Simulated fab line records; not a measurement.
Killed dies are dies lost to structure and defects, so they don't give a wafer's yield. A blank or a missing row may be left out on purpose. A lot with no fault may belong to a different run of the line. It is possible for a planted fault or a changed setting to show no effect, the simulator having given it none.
Which tool did it? / flow n5 finfet / 42 wafers from 14 lots sampled at 6 of the route's 1938 steps

WHAT EACH GAUGE READ, for each wafer
N5_BEOL_M0_SAQP_CD_MEAS_29 targets a cd of 14.4 nm. Usual: cd nm 14.99 nm, standard deviation 0.23.
lot=L179; measured=day 5 19:15; on=cd sem-01; cd nm (nm)=14.90 14.80 14.90; flag=
lot=L180; measured=day 5 18:46; on=cd sem-01; cd nm (nm)=14.73 15.06 14.72; flag=
lot=L181; measured=day 6 01:50; on=cd sem-02; cd nm (nm)=14.62 14.80 14.80; flag=
lot=L183; measured=day 6 15:20; on=cd sem-01; cd nm (nm)=14.81 14.74 15.29; flag=
lot=L185; measured=day 7 05:04; on=cd sem-03; cd nm (nm)=15.03 15.32 15.25; flag=
lot=L188; measured=day 7 18:42; on=cd sem-03; cd nm (nm)=15.05 14.78 14.84; flag=
lot=L191; measured=day 8 18:54; on=cd sem-02; cd nm (nm)=- - -; flag=OFF
lot=L192; measured=day 9 00:41; on=cd sem-03; cd nm (nm)=- - -; flag=OFF
lot=L193; measured=day 9 03:03; on=cd sem-01; cd nm (nm)=14.85 14.53 14.72; flag=
lot=L196; measured=day 9 19:07; on=cd sem-01; cd nm (nm)=14.59 14.99 14.96; flag=
lot=L198; measured=day 10 07:12; on=cd sem-01; cd nm (nm)=14.80 15.20 15.25; flag=
lot=L199; measured=day 10 09:29; on=cd sem-02; cd nm (nm)=14.87 15.12 15.04; flag=
lot=L200; measured=day 10 19:07; on=cd sem-01; cd nm (nm)=14.90 15.15 14.84; flag=
lot=L201; measured=day 11 00:44; on=cd sem-02; cd nm (nm)=15.03 15.12 15.01; flag=

N5_BEOL_M4_RC_MEAS_101. Usual: DIBL_N 36.5 mV/V, standard deviation 1.7; DIBL_P 36.3 mV/V, standard deviation 2.1; IOFF_N 0.16 nA/um, standard deviation 0.036; IOFF_P 0.21 nA/um, standard deviation 0.037; ION_N 676 uA/um, standard deviation 12; ION_P 462 uA/um, standard deviation 7.6; SS_N 71.5 mV/dec, standard deviation 0.68; SS_P 73.3 mV/dec, standard deviation 0.63; VT_N 249 mV, standard deviation 3.5; VT_P -250 mV, standard deviation 3.5.
lot=L179; measured=day 8 08:06; on=prober-01; DIBL_N (mV/V)=36.5 37.3 37.0; DIBL_P (mV/V)=36.5 37.2 36.9; IOFF_N (nA/um)=0.18 0.20 0.19; IOFF_P (nA/um)=0.22 0.23 0.22; ION_N (uA/um)=682 687 685; ION_P (uA/um)=472 463 466; SS_N (mV/dec)=71.6 72.3 72.0; SS_P (mV/dec)=73.3 73.7 73.5; VT_N (mV)=248 247 244; VT_P (mV)=-248 -250 -248; flag=
lot=L180; measured=day 8 16:08; on=prober-02; DIBL_N (mV/V)=37.9 37.5 36.5; DIBL_P (mV/V)=37.5 37.1 36.5; IOFF_N (nA/um)=0.20 0.21 0.18; IOFF_P (nA/um)=0.24 0.24 0.22; ION_N (uA/um)=697 696 685; ION_P (uA/um)=470 476 471; SS_N (mV/dec)=71.8 71.3 71.8; SS_P (mV/dec)=73.1 73.3 72.8; VT_N (mV)=243 242 245; VT_P (mV)=-249 -247 -247; flag=
lot=L181; measured=day 8 10:57; on=prober-02; DIBL_N (mV/V)=36.3 37.3 36.6; DIBL_P (mV/V)=36.9 38.5 38.4; IOFF_N (nA/um)=0.16 0.17 0.17; IOFF_P (nA/um)=0.18 0.19 0.18; ION_N (uA/um)=681 682 675; ION_P (uA/um)=452 452 453; SS_N (mV/dec)=71.1 71.8 71.8; SS_P (mV/dec)=73.4 72.8 74.1; VT_N (mV)=250 253 250; VT_P (mV)=-253 -255 -256; flag=
lot=L183; measured=day 9 01:47; on=prober-01; DIBL_N (mV/V)=36.3 34.4 34.7; DIBL_P (mV/V)=33.9 33.5 33.9; IOFF_N (nA/um)=0.14 0.12 0.13; IOFF_P (nA/um)=0.18 0.17 0.18; ION_N (uA/um)=665 663 664; ION_P (uA/um)=453 453 450; SS_N (mV/dec)=71.0 69.8 70.3; SS_P (mV/dec)=72.9 73.0 72.3; VT_N (mV)=254 252 253; VT_P (mV)=-248 -250 -249; flag=
lot=L185; measured=day 9 14:08; on=prober-02; DIBL_N (mV/V)=37.0 35.8 35.7; DIBL_P (mV/V)=35.0 32.9 33.9; IOFF_N (nA/um)=0.14 0.12 0.13; IOFF_P (nA/um)=0.20 0.17 0.19; ION_N (uA/um)=672 664 659; ION_P (uA/um)=461 459 460; SS_N (mV/dec)=71.3 71.0 70.6; SS_P (mV/dec)=72.7 72.8 72.7; VT_N (mV)=253 257 252; VT_P (mV)=-249 -251 -251; flag=
lot=L188; measured=day 10 05:56; on=prober-02; DIBL_N (mV/V)=34.7 36.8 37.5; DIBL_P (mV/V)=33.5 34.8 36.9; IOFF_N (nA/um)=0.12 0.16 0.18; IOFF_P (nA/um)=0.15 0.16 0.20; ION_N (uA/um)=657 676 683; ION_P (uA/um)=450 452 455; SS_N (mV/dec)=71.4 71.7 71.2; SS_P (mV/dec)=73.0 72.9 73.3; VT_N (mV)=250 249 248; VT_P (mV)=-257 -256 -254; flag=
lot=L193; measured=day 11 11:36; on=prober-02; DIBL_N (mV/V)=38.1 35.3 36.1; DIBL_P (mV/V)=39.7 36.3 37.3; IOFF_N (nA/um)=0.23 0.17 0.19; IOFF_P (nA/um)=0.26 0.21 0.22; ION_N (uA/um)=695 685 688; ION_P (uA/um)=469 467 466; SS_N (mV/dec)=73.0 71.8 71.5; SS_P (mV/dec)=73.4 73.4 73.4; VT_N (mV)=244 250 248; VT_P (mV)=-248 -250 -252; flag=
lot=L196; measured=day 11 16:50; on=prober-01; DIBL_N (mV/V)=37.6 35.3 39.6; DIBL_P (mV/V)=38.6 35.9 40.3; IOFF_N (nA/um)=0.18 0.13 0.23; IOFF_P (nA/um)=0.22 0.19 0.25; ION_N (uA/um)=681 667 682; ION_P (uA/um)=467 459 463; SS_N (mV/dec)=72.4 71.0 72.1; SS_P (mV/dec)=73.6 73.3 74.1; VT_N (mV)=248 253 244; VT_P (mV)=-250 -251 -247; flag=
lot=L198; measured=day 12 20:24; on=prober-01; DIBL_N (mV/V)=34.3 34.4 37.6; DIBL_P (mV/V)=33.5 33.2 38.1; IOFF_N (nA/um)=0.11 0.11 0.17; IOFF_P (nA/um)=0.15 0.14 0.21; ION_N (uA/um)=657 643 670; ION_P (uA/um)=452 441 459; SS_N (mV/dec)=71.1 70.9 71.1; SS_P (mV/dec)=72.8 72.3 73.7; VT_N (mV)=255 261 250; VT_P (mV)=-257 -260 -251; flag=
lot=L199; measured=day 13 01:03; on=prober-02; DIBL_N (mV/V)=37.4 36.9 37.0; DIBL_P (mV/V)=38.3 37.2 37.3; IOFF_N (nA/um)=0.16 0.16 0.16; IOFF_P (nA/um)=0.22 0.21 0.21; ION_N (uA/um)=676 682 667; ION_P (uA/um)=461 461 463; SS_N (mV/dec)=71.4 70.6 71.3; SS_P (mV/dec)=74.0 73.2 72.6; VT_N (mV)=251 250 250; VT_P (mV)=-249 -251 -248; flag=
lot=L200; measured=day 13 05:24; on=prober-01; DIBL_N (mV/V)=35.0 35.4 38.7; DIBL_P (mV/V)=34.1 34.3 38.4; IOFF_N (nA/um)=0.12 0.12 0.18; IOFF_P (nA/um)=0.17 0.17 0.23; ION_N (uA/um)=665 669 678; ION_P (uA/um)=457 455 464; SS_N (mV/dec)=71.3 71.1 72.1; SS_P (mV/dec)=72.2 72.6 74.3; VT_N (mV)=252 252 247; VT_P (mV)=-251 -255 -248; flag=
lot=L201; measured=day 13 22:52; on=prober-02; DIBL_N (mV/V)=38.3 36.6 35.1; DIBL_P (mV/V)=38.7 36.7 35.0; IOFF_N (nA/um)=0.19 0.14 0.14; IOFF_P (nA/um)=0.25 0.23 0.20; ION_N (uA/um)=673 654 668; ION_P (uA/um)=469 459 462; SS_N (mV/dec)=72.7 71.7 71.7; SS_P (mV/dec)=73.5 73.3 73.1; VT_N (mV)=246 253 250; VT_P (mV)=-248 -248 -249; flag=

EACH LOT AND THE TOOL THAT RAN IT (in order: tool; ch and the chambers of the sampled wafers; start)
lot=L179; N5_MOL_CONTACT_COAG_ALD_133=ald sin-01 ch 0,1,2, day 5 06:52; N5_BEOL_M0_SAQP_HM_DEP_02=pvd sputter-03, day 5 13:35; N5_BEOL_M0_SAQP_PECVD_03=pecvd-02 ch 0,2, day 5 13:43; N5_BEOL_M0_SAQP_PECVD_96=pecvd-02 ch 0,2, day 5 13:46
lot=L180; N5_MOL_CONTACT_COAG_ALD_133=ald sin-01 ch 0,1,3, day 5 08:24; N5_BEOL_M0_SAQP_HM_DEP_02=pvd sputter-03, day 5 13:29; N5_BEOL_M0_SAQP_PECVD_03=pecvd-01 ch 0,1,2, day 5 13:37; N5_BEOL_M0_SAQP_PECVD_96=pecvd-01 ch 0,1,2, day 5 13:38
lot=L181; N5_MOL_CONTACT_COAG_ALD_133=ald sin-04 ch 0,2, day 5 15:55; N5_BEOL_M0_SAQP_HM_DEP_02=pvd sputter-02, day 5 21:08; N5_BEOL_M0_SAQP_PECVD_03=pecvd-03 ch 0,1, day 5 21:15; N5_BEOL_M0_SAQP_PECVD_96=pecvd-03 ch 0,1, day 5 21:17
lot=L183; N5_MOL_CONTACT_COAG_ALD_133=ald sin-01 ch 1,2,3, day 6 00:41; N5_BEOL_M0_SAQP_HM_DEP_02=pvd sputter-03, day 6 09:05; N5_BEOL_M0_SAQP_PECVD_03=pecvd-01 ch 0,1,2, day 6 09:12; N5_BEOL_M0_SAQP_PECVD_96=pecvd-01 ch 0,1,2, day 6 09:14
lot=L185; N5_MOL_CONTACT_COAG_ALD_133=ald sin-02 ch 0,1,2, day 6 17:43; N5_BEOL_M0_SAQP_HM_DEP_02=pvd sputter-01, day 7 00:05; N5_BEOL_M0_SAQP_PECVD_03=pecvd-02 ch 0,2, day 7 00:13; N5_BEOL_M0_SAQP_PECVD_96=pecvd-02 ch 0,2, day 7 00:14
lot=L188; N5_MOL_CONTACT_COAG_ALD_133=ald sin-02 ch 0,1, day 7 06:31; N5_BEOL_M0_SAQP_HM_DEP_02=pvd sputter-01, day 7 13:29; N5_BEOL_M0_SAQP_PECVD_03=pecvd-03 ch 0,1, day 7 13:37; N5_BEOL_M0_SAQP_PECVD_96=pecvd-03 ch 0,1, day 7 13:38
lot=L191; N5_MOL_CONTACT_COAG_ALD_133=ald sin-01 ch 2,3, day 8 07:52; N5_BEOL_M0_SAQP_HM_DEP_02=pvd sputter-03, day 8 13:49; N5_BEOL_M0_SAQP_PECVD_03=pecvd-02 ch 0,2, day 8 13:56; N5_BEOL_M0_SAQP_PECVD_96=pecvd-02 ch 0,2, day 8 13:58
lot=L192; N5_MOL_CONTACT_COAG_ALD_133=ald sin-01 ch 0,3, day 8 13:33; N5_BEOL_M0_SAQP_HM_DEP_02=pvd sputter-01, day 8 20:34; N5_BEOL_M0_SAQP_PECVD_03=pecvd-03 ch 0,2, day 8 20:41; N5_BEOL_M0_SAQP_PECVD_96=pecvd-03 ch 0,2, day 8 20:43
lot=L193; N5_MOL_CONTACT_COAG_ALD_133=ald sin-01 ch 1,2,3, day 8 17:47; N5_BEOL_M0_SAQP_HM_DEP_02=pvd sputter-03, day 8 22:44; N5_BEOL_M0_SAQP_PECVD_03=pecvd-02 ch 0,1,2, day 8 22:51; N5_BEOL_M0_SAQP_PECVD_96=pecvd-02 ch 0,1,2, day 8 22:53
lot=L196; N5_MOL_CONTACT_COAG_ALD_133=ald sin-04 ch 1,3, day 9 09:38; N5_BEOL_M0_SAQP_HM_DEP_02=pvd sputter-01, day 9 14:47; N5_BEOL_M0_SAQP_PECVD_03=pecvd-03 ch 0,1,2, day 9 14:54; N5_BEOL_M0_SAQP_PECVD_96=pecvd-03 ch 0,1,2, day 9 14:56
lot=L198; N5_MOL_CONTACT_COAG_ALD_133=ald sin-04 ch 2,3, day 9 20:26; N5_BEOL_M0_SAQP_HM_DEP_02=pvd sputter-01, day 10 02:52; N5_BEOL_M0_SAQP_PECVD_03=pecvd-02 ch 0,1, day 10 02:59; N5_BEOL_M0_SAQP_PECVD_96=pecvd-02 ch 0,1, day 10 03:02
lot=L199; N5_MOL_CONTACT_COAG_ALD_133=ald sin-02 ch 1,2,3, day 9 23:18; N5_BEOL_M0_SAQP_HM_DEP_02=pvd sputter-03, day 10 04:57; N5_BEOL_M0_SAQP_PECVD_03=pecvd-02 ch 0,1, day 10 05:04; N5_BEOL_M0_SAQP_PECVD_96=pecvd-02 ch 0,1, day 10 05:07
lot=L200; N5_MOL_CONTACT_COAG_ALD_133=ald sin-04 ch 1,2,3, day 10 08:49; N5_BEOL_M0_SAQP_HM_DEP_02=pvd sputter-01, day 10 14:40; N5_BEOL_M0_SAQP_PECVD_03=pecvd-01 ch 0,1, day 10 14:47; N5_BEOL_M0_SAQP_PECVD_96=pecvd-01 ch 0,1, day 10 14:49
lot=L201; N5_MOL_CONTACT_COAG_ALD_133=ald sin-01 ch 0,3, day 10 13:45; N5_BEOL_M0_SAQP_HM_DEP_02=pvd sputter-02, day 10 20:16; N5_BEOL_M0_SAQP_PECVD_03=pecvd-03 ch 0,1,2, day 10 20:23; N5_BEOL_M0_SAQP_PECVD_96=pecvd-03 ch 0,1,2, day 10 20:25
- N5_MOL_CONTACT_COAG_ALD_133: deposits SiO2, target thk 5 nm, pulse time 1 s, co reactant pulse time 1 s.
- N5_BEOL_M0_SAQP_HM_DEP_02: deposits TiN, target thk 12 nm.
- N5_BEOL_M0_SAQP_PECVD_03: deposits SiCN from 3MS/NH3, target thk 12 nm, time 21.1 s.
- N5_BEOL_M0_SAQP_PECVD_96: deposits a-Si from SiH4/He, target thk 45 nm, time 45.2 s.

WHAT THE TOOLS THEMSELVES READ (means of the sampled wafers that have a number; where no wafer has one, the mark that the record gives instead)
N5_MOL_CONTACT_COAG_ALD_133. Usual: heater power w 80 W, standard deviation 6.4; precursor pulse height rel 1.001, standard deviation 0.017.
lot=L179; tool=ald sin-01; heater power w (W)=77; precursor pulse height rel=0.998; flag=
lot=L180; tool=ald sin-01; heater power w (W)=77; precursor pulse height rel=1.004; flag=
lot=L181; tool=ald sin-04; heater power w (W)=80; precursor pulse height rel=1.024; flag=
lot=L183; tool=ald sin-01; heater power w (W)=78; precursor pulse height rel=0.998; flag=
lot=L185; tool=ald sin-02; heater power w (W)=84; precursor pulse height rel=1.004; flag=
lot=L188; tool=ald sin-02; heater power w (W)=88; precursor pulse height rel=1.010; flag=
lot=L191; tool=ald sin-01; heater power w (W)=76; precursor pulse height rel=1.008; flag=
lot=L192; tool=ald sin-01; heater power w (W)=78; precursor pulse height rel=0.997; flag=
lot=L193; tool=ald sin-01; heater power w (W)=79; precursor pulse height rel=1.003; flag=
lot=L196; tool=ald sin-04; heater power w (W)=76; precursor pulse height rel=0.995; flag=
lot=L198; tool=ald sin-04; heater power w (W)=81; precursor pulse height rel=0.999; flag=
lot=L199; tool=ald sin-02; heater power w (W)=80; precursor pulse height rel=0.988; flag=
lot=L200; tool=ald sin-04; heater power w (W)=82; precursor pulse height rel=1.016; flag=
lot=L201; tool=ald sin-01; heater power w (W)=80; precursor pulse height rel=0.984; flag=

N5_BEOL_M0_SAQP_HM_DEP_02. Usual: throttle valve pct 30.1 %, standard deviation 0.68.
lot=L179; tool=pvd sputter-03; throttle valve pct (%)=29.9; flag=
lot=L180; tool=pvd sputter-03; throttle valve pct (%)=29.9; flag=
lot=L181; tool=pvd sputter-02; throttle valve pct (%)=30.1; flag=
lot=L183; tool=pvd sputter-03; throttle valve pct (%)=29.9; flag=
lot=L185; tool=pvd sputter-01; throttle valve pct (%)=30.4; flag=
lot=L188; tool=pvd sputter-01; throttle valve pct (%)=30.1; flag=
lot=L191; tool=pvd sputter-03; throttle valve pct (%)=30.0; flag=
lot=L192; tool=pvd sputter-01; throttle valve pct (%)=30.1; flag=
lot=L193; tool=pvd sputter-03; throttle valve pct (%)=30.3; flag=
lot=L196; tool=pvd sputter-01; throttle valve pct (%)=30.3; flag=
lot=L198; tool=pvd sputter-01; throttle valve pct (%)=30.9; flag=
lot=L199; tool=pvd sputter-03; throttle valve pct (%)=30.1; flag=
lot=L200; tool=pvd sputter-01; throttle valve pct (%)=30.1; flag=
lot=L201; tool=pvd sputter-02; throttle valve pct (%)=30.4; flag=

N5_BEOL_M0_SAQP_PECVD_03. Usual: chamber pressure Torr 2.999 Torr, standard deviation 0.0065; rf fwd power W 199.7 W, standard deviation 0.86; showerhead plenum p Torr 3.669 Torr, standard deviation 0.012; throttle valve pct 9.2 %, standard deviation 0.45.
lot=L179; tool=pecvd-02; chamber pressure Torr (Torr)=2.995; rf fwd power W (W)=199.9; showerhead plenum p Torr (Torr)=3.691; throttle valve pct (%)=8.9; flag=
lot=L180; tool=pecvd-01; chamber pressure Torr (Torr)=2.997; rf fwd power W (W)=199.0; showerhead plenum p Torr (Torr)=3.664; throttle valve pct (%)=9.1; flag=
lot=L181; tool=pecvd-03; chamber pressure Torr (Torr)=2.997; rf fwd power W (W)=199.9; showerhead plenum p Torr (Torr)=3.669; throttle valve pct (%)=9.4; flag=
lot=L183; tool=pecvd-01; chamber pressure Torr (Torr)=3.000; rf fwd power W (W)=199.1; showerhead plenum p Torr (Torr)=3.661; throttle valve pct (%)=9.1; flag=
lot=L185; tool=pecvd-02; chamber pressure Torr (Torr)=2.995; rf fwd power W (W)=200.6; showerhead plenum p Torr (Torr)=3.682; throttle valve pct (%)=9.0; flag=
lot=L188; tool=pecvd-03; chamber pressure Torr (Torr)=2.999; rf fwd power W (W)=200.4; showerhead plenum p Torr (Torr)=3.665; throttle valve pct (%)=9.6; flag=
lot=L191; tool=pecvd-02; chamber pressure Torr (Torr)=-; rf fwd power W (W)=-; showerhead plenum p Torr (Torr)=-; throttle valve pct (%)=-; flag=OFF
lot=L192; tool=pecvd-03; chamber pressure Torr (Torr)=-; rf fwd power W (W)=-; showerhead plenum p Torr (Torr)=-; throttle valve pct (%)=-; flag=OFF
lot=L193; tool=pecvd-02; chamber pressure Torr (Torr)=3.002; rf fwd power W (W)=200.0; showerhead plenum p Torr (Torr)=3.672; throttle valve pct (%)=9.2; flag=
lot=L196; tool=pecvd-03; chamber pressure Torr (Torr)=3.003; rf fwd power W (W)=200.3; showerhead plenum p Torr (Torr)=3.672; throttle valve pct (%)=9.3; flag=
lot=L198; tool=pecvd-02; chamber pressure Torr (Torr)=3.005; rf fwd power W (W)=199.3; showerhead plenum p Torr (Torr)=3.679; throttle valve pct (%)=8.9; flag=
lot=L199; tool=pecvd-02; chamber pressure Torr (Torr)=3.002; rf fwd power W (W)=199.6; showerhead plenum p Torr (Torr)=3.673; throttle valve pct (%)=9.4; flag=
lot=L200; tool=pecvd-01; chamber pressure Torr (Torr)=2.998; rf fwd power W (W)=198.8; showerhead plenum p Torr (Torr)=3.656; throttle valve pct (%)=9.3; flag=
lot=L201; tool=pecvd-03; chamber pressure Torr (Torr)=2.995; rf fwd power W (W)=199.8; showerhead plenum p Torr (Torr)=3.669; throttle valve pct (%)=9.3; flag=

N5_BEOL_M0_SAQP_PECVD_96. Usual: chamber pressure Torr 3.000 Torr, standard deviation 0.0064; heater power outer w 344 W, standard deviation 42; heater power w 592 W, standard deviation 66; showerhead plenum p Torr 5.68 Torr, standard deviation 0.042; throttle valve pct 18.4 %, standard deviation 0.87.
lot=L179; tool=pecvd-02; chamber pressure Torr (Torr)=3.005; heater power outer w (W)=364; heater power w (W)=608; showerhead plenum p Torr (Torr)=5.73; throttle valve pct (%)=17.6; flag=
lot=L180; tool=pecvd-01; chamber pressure Torr (Torr)=3.002; heater power outer w (W)=368; heater power w (W)=643; showerhead plenum p Torr (Torr)=5.66; throttle valve pct (%)=18.1; flag=
lot=L181; tool=pecvd-03; chamber pressure Torr (Torr)=2.992; heater power outer w (W)=302; heater power w (W)=522; showerhead plenum p Torr (Torr)=5.69; throttle valve pct (%)=19.0; flag=
lot=L183; tool=pecvd-01; chamber pressure Torr (Torr)=2.997; heater power outer w (W)=370; heater power w (W)=641; showerhead plenum p Torr (Torr)=5.65; throttle valve pct (%)=18.2; flag=
lot=L185; tool=pecvd-02; chamber pressure Torr (Torr)=3.000; heater power outer w (W)=380; heater power w (W)=647; showerhead plenum p Torr (Torr)=5.74; throttle valve pct (%)=18.2; flag=
lot=L188; tool=pecvd-03; chamber pressure Torr (Torr)=3.001; heater power outer w (W)=291; heater power w (W)=496; showerhead plenum p Torr (Torr)=5.68; throttle valve pct (%)=19.4; flag=
lot=L191; tool=pecvd-02; chamber pressure Torr (Torr)=2.999; heater power outer w (W)=375; heater power w (W)=640; showerhead plenum p Torr (Torr)=5.74; throttle valve pct (%)=18.2; flag=
lot=L192; tool=pecvd-03; chamber pressure Torr (Torr)=2.998; heater power outer w (W)=331; heater power w (W)=557; showerhead plenum p Torr (Torr)=5.67; throttle valve pct (%)=18.1; flag=
lot=L193; tool=pecvd-02; chamber pressure Torr (Torr)=2.999; heater power outer w (W)=343; heater power w (W)=607; showerhead plenum p Torr (Torr)=5.70; throttle valve pct (%)=18.5; flag=
lot=L196; tool=pecvd-03; chamber pressure Torr (Torr)=3.000; heater power outer w (W)=301; heater power w (W)=519; showerhead plenum p Torr (Torr)=5.67; throttle valve pct (%)=18.7; flag=
lot=L198; tool=pecvd-02; chamber pressure Torr (Torr)=2.997; heater power outer w (W)=367; heater power w (W)=627; showerhead plenum p Torr (Torr)=5.70; throttle valve pct (%)=18.1; flag=
lot=L199; tool=pecvd-02; chamber pressure Torr (Torr)=3.004; heater power outer w (W)=361; heater power w (W)=613; showerhead plenum p Torr (Torr)=5.68; throttle valve pct (%)=18.7; flag=
lot=L200; tool=pecvd-01; chamber pressure Torr (Torr)=3.007; heater power outer w (W)=403; heater power w (W)=666; showerhead plenum p Torr (Torr)=5.64; throttle valve pct (%)=18.9; flag=
lot=L201; tool=pecvd-03; chamber pressure Torr (Torr)=3.001; heater power outer w (W)=296; heater power w (W)=512; showerhead plenum p Torr (Torr)=5.68; throttle valve pct (%)=18.6; flag=

THE ANSWER, worked out from the rows above alone
Rule: lot off if the mean of its wafers having a number is beyond 3 standard deviations from the usual mean. Also off: a lot with no number at a reading for which 4 or more lots have one. All remaining lots with rows at the step are treated as sound. The gauges are gone through in route order, then the tools' own readings, and for those a lot's mean is taken as printed above. At the first step where some lot is off, the reading lying furthest off is the one used; lots without a number count as furthest.
Off: L191, L192, at N5_BEOL_M0_SAQP_CD_MEAS_29 (cd nm). Without a number there: L191, L192.
If a tool, at a process step before that reading, ran all the lots that are off and no sound lot after the first of them, it fits. The gauges at N5_BEOL_M0_SAQP_CD_MEAS_29 aren't tried: what is off there is off at N5_BEOL_M0_SAQP_PECVD_03 too, on other tools, and a gauge's error can't cause that. Not one of the candidates tried fits.

WHAT HAD BEEN PUT IN BY THE SIMULATOR
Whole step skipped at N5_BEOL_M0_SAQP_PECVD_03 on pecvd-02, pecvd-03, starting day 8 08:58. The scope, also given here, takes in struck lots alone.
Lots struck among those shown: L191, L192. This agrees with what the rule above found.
